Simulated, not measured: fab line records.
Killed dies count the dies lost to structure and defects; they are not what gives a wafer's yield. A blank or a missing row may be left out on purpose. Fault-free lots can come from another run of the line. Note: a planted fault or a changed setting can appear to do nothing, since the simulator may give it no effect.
Lot-split experiment ; flow n5 finfet ; 39 wafers read across 7 lots, on a route 1938 steps long

## SPLIT DETAILS
At N5_BEOL_M2_ETCHBACK_99 (etches SiO2 in CHF3, target depth 5 nm, time 10.4 s), the setting time s was moved away from the recipe's 10.4 s on 18 of the 39 wafers read, by -59.9% to -15.6%. All remaining wafers had this setting at the recipe value.

The reading is taken at the split's own step.

## THE READING
CAR-EUV_of_BEOL_M2_COAT_22.thk nm (the simulator's own value, which no gauge read), in nm, at N5_BEOL_M2_ETCHBACK_99 (etches SiO2 in CHF3, target depth 5 nm, time 10.4 s). The file does not state a usual value for it. Here, 21 wafers ran the recipe; their average is 10.4 nm with a standard deviation of 0.11 nm.

wafer;tool, chamber at the split;time s as run, s;against the recipe;CAR-EUV_of_BEOL_M2_COAT_22.thk nm, nm;against lot-mates on the recipe
L079.1;rie diel-01, 3,1,0;10.4;recipe;10.4;-
L079.3;rie diel-01, 3,1,0;10.4;recipe;10.4;-
L079.6;rie diel-01, 3,1,0;10.4;recipe;10.4;-
L079.2;rie diel-01, 2,0,3;4.168;-59.9%;10.8;+0.4
L079.4;rie diel-01, 2,0,3;4.168;-59.9%;10.8;+0.4
L079.5;rie diel-01, 2,0,3;4.168;-59.9%;10.8;+0.4
L080.1;rie diel-04, 0;10.4;recipe;10.4;-
L080.6;rie diel-04, 0;10.4;recipe;10.4;-
L080.2;rie diel-04, 1;10.4;recipe;10.6;-
L080.3;rie diel-04, 2,3,1;6.029;-42.0%;10.8;+0.3
L080.4;rie diel-04, 2,3,1;6.029;-42.0%;10.8;+0.3
L080.5;rie diel-04, 2,3,1;6.029;-42.0%;10.8;+0.3
L082.1;rie diel-01, 1,3,2;5.734;-44.9%;10.8;+0.4
L082.2;rie diel-01, 1,3,2;5.734;-44.9%;10.8;+0.4
L082.3;rie diel-01, 1,3,2;5.734;-44.9%;10.8;+0.4
L082.4;rie diel-01, 0,1,0;10.4;recipe;10.4;-
L082.5;rie diel-01, 0,1,0;10.4;recipe;10.4;-
L082.6;rie diel-01, 0,1,0;10.4;recipe;10.4;-
L090.3;rie diel-01, 0;10.4;recipe;10.2;-
L090.5;rie diel-01, 1,2;10.4;recipe;10.4;-
L090.6;rie diel-01, 1,2;10.4;recipe;10.4;-
L091.1;rie diel-01, 2;10.4;recipe;10.4;-
L091.2;rie diel-01, 3,2,1;8.641;-16.9%;10.6;+0.2
L091.5;rie diel-01, 3,2,1;8.641;-16.9%;10.6;+0.2
L091.6;rie diel-01, 3,2,1;8.641;-16.9%;10.6;+0.2
L091.3;rie diel-01, 1;10.4;recipe;10.6;-
L091.4;rie diel-01, 0;10.4;recipe;10.2;-
L093.1;rie diel-03, 0,3,1;8.781;-15.6%;10.6;+0.1
L093.2;rie diel-03, 0,3,1;8.781;-15.6%;10.6;+0.1
L093.4;rie diel-03, 0,3,1;8.781;-15.6%;10.6;+0.1
L093.3;rie diel-03, 2,1;10.4;recipe;10.4;-
L093.6;rie diel-03, 2,1;10.4;recipe;10.4;-
L093.5;rie diel-03, 2;10.4;recipe;10.6;-
L096.1;rie diel-01, 3,0;8.582;-17.5%;10.6;+0.1
L096.3;rie diel-01, 3,0;8.582;-17.5%;10.6;+0.1
L096.2;rie diel-01, 1;10.4;recipe;10.6;-
L096.4;rie diel-01, 2;10.4;recipe;10.4;-
L096.5;rie diel-01, 2;10.4;recipe;10.4;-
L096.6;rie diel-01, 1;8.582;-17.5%;10.4;-0.1
If several chambers appear in one row, that row covers several wafers at once and the file leaves open which wafer was in which chamber.

THE FIT
A straight line over all 39 wafers: CAR-EUV_of_BEOL_M2_COAT_22.thk nm changes by -0.00752 nm for each +1% of time s; r = -0.86; the points scatter about the line by 0.091 nm.
The same after taking each lot's own level away (the mean of its wafers on the recipe; 39 wafers): -0.00753 nm for each +1%; r = -0.88; scatter 0.084 nm.
On that fit, the largest move of time s shifts the reading by 0.45 nm.
From 10.33 to 10.47 nm: that is the span of the lots' own levels, equal to 1.3 times the standard deviation above.
The two slopes agree, so the slope changes little with the lot-to-lot level.
Check: +0.465 nm against its lot-mates is what the line predicts for one of the wafers moved furthest among these (-59.9%) when that wafer is left out of the fit. It came out at +0.4 nm against them.

## FURTHER SPLITS ON THESE WAFERS
Other splits were also applied to these wafers ahead of the reading. Each is held against what the fit with the lots' levels taken away leaves over:
other split on the same wafers;wafers away from the commonest value;r with CAR-EUV_of_BEOL_M2_COAT_22.thk nm (lot level and that fit taken away)
N5_FIN_SAQP_HM_DEP_03 target thk a;18;-0.33
N5_MOL_CONTACT_COAG_PECVD_31 time s;15;+0.24
N5_BEOL_M0_DEP_125 target thk a;15;-0.18

## FILE'S OWN FIT
CAR-EUV_of_BEOL_M2_COAT_22.thk nm changes by -0.00762 nm for each +1% of time s, r = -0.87.
